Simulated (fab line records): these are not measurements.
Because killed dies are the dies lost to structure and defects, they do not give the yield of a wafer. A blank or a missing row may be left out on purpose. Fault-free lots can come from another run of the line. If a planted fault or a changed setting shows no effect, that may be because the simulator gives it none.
Which of the tools did it? :: flow n5Finfet :: 26 wafers sampled from 9 lots at 1 step of a route of 1938

== WHAT THE GAUGES READ, wafer by wafer ==
N5_BEOL_M4_RC_MEAS_101.
lot: L206
measured: day 9 02:46
on: prober-01
DIBL_N (mV/V): 39.7 36.1 35.1

lot: L205
measured: day 9 08:06
on: prober-02
DIBL_N (mV/V): 34.9 35.6 36.0

lot: L209
measured: day 9 17:14
on: prober-01
DIBL_N (mV/V): 35.3 32.8 32.1

lot: L207
measured: day 9 23:44
on: prober-02
DIBL_N (mV/V): 39.5 39.0 37.1

lot: L211
measured: day 10 02:13
on: prober-02
DIBL_N (mV/V): 35.5 37.8 35.6

lot: L218
measured: day 12 10:00
on: prober-02
DIBL_N (mV/V): 37.2 39.3 35.4

lot: L221
measured: day 12 18:49
on: prober-01
DIBL_N (mV/V): 37.2 36.0 37.9

lot: L223
measured: day 14 02:22
on: prober-02
DIBL_N (mV/V): 36.5 40.9 36.9

lot: L224
measured: day 15 04:58
on: prober-02
DIBL_N (mV/V): 34.8 33.9

== TOOL THAT RAN EACH LOT (tool first, then ch and the chambers of the sampled wafers, then the start) ==
Before these readings, the record contains no process step.

== THE ANSWER, worked out from the rows above alone ==
Rule: the lots themselves supply what counts as usual. Put in order of their means at a reading, lots are off if they are a third of the lots or fewer, leave a main group of 4 or more, and stand apart from it by a gap of 3 or more times the standard deviation of the main group's means; of several such gaps the widest counts. If all means in a main group match to the digits the tables above print for the reading, that group is not used. Also off: a lot with no number at a reading for which 4 or more lots have one. All remaining lots with rows at the step are treated as sound.
No lot is off on any of the readings shown, so nothing can be concluded from this.

== WHAT WAS PUT IN BY THE SIMULATOR ==
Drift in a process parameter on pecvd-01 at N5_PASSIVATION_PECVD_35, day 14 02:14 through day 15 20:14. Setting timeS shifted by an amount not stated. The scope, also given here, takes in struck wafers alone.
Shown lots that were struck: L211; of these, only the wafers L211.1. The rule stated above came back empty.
